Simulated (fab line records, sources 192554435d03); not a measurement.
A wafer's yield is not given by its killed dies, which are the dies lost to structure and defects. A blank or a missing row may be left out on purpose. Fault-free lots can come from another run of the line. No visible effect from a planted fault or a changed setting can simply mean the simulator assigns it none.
Matching of chambers -- flow n5 finfet -- N5_SD_EPI_N_ETCH_34 on rie diel-01: 4 sister chambers
The step etches SiARC in CF4, target depth 45.5 nm, time 75.8 s. 18 wafers are shown with their chamber, then 9 later ones without.

## WAFERS, EACH WITH ITS CHAMBER
wafer,chamber,drypump motor current A (A),showerhead plenum p Torr (Torr),oes product au (a.u.)
L075.1,2,5.6,2.03,0.58
L075.2,1,6.0,2.09,0.71
L075.4,0,5.9,2.21,0.60
L076.4,0,5.9,2.21,0.60
L076.5,3,6.2,2.25,0.74
L076.6,2,5.6,2.03,0.59
L079.4,3,6.2,2.25,0.75
L079.5,2,5.6,2.02,0.57
L079.6,3,6.2,2.25,0.74
L081.2,0,5.9,2.20,0.59
L081.4,1,6.1,2.08,0.69
L081.6,1,6.1,2.08,0.69
L084.1,0,5.9,2.20,0.59
L084.2,3,6.2,2.25,0.73
L084.4,1,6.1,2.08,0.68
L090.1,3,6.2,2.24,0.71
L090.2,1,6.1,2.08,0.67
L090.5,3,6.2,2.24,0.71

SIGNATURES (means of the wafers above)
reading,chamber 0,chamber 1,chamber 2,chamber 3,scatter within a chamber
drypump motor current A,5.900,6.080,5.600,6.200,0.0239
showerhead plenum p Torr,2.2050,2.0820,2.0267,2.2467,0.00521
oes product au,0.5950,0.6880,0.5800,0.7300,0.0136
Rule: a wafer lies at a distance from a chamber equal to the root of the sum of squares, over the readings, of (its reading less the chamber's mean, divided by the reading's scatter). The wafer belongs to the nearest chamber; if the next one is less than 2 further off, it can't be placed. The scatter is the square root of a quotient: the sum, over the shown wafers, of each reading's squared deviation from its chamber's mean, divided by wafers minus chambers.

## WAFERS WHOSE CHAMBER IS MISSING
wafer,drypump motor current A (A),showerhead plenum p Torr (Torr),oes product au (a.u.)
L092.1,5.6,2.27,0.80
L092.3,6.1,2.08,0.67
L092.6,6.2,2.24,0.71
L093.1,5.6,2.27,0.80
L093.4,5.9,2.20,0.86
L093.6,5.9,2.19,0.85
L096.1,5.9,2.19,0.83
L096.3,5.6,2.27,0.78
L096.5,6.1,2.07,0.66

## WHICH CHAMBER EACH WENT THROUGH
wafer,from the rows above,in truth
L092.1,0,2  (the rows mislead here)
L092.3,1,1
L092.6,3,3
L093.1,0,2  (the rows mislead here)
L093.4,can't be placed: 3 or 0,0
L093.6,can't be placed: 3 or 0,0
L096.1,can't be placed: 0 or 3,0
L096.3,0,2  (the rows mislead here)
L096.5,1,1
Placed correctly: 3 of 9. Not placeable from these rows: 3 (in 3, the candidates include the true chamber). 3 placed wrongly.
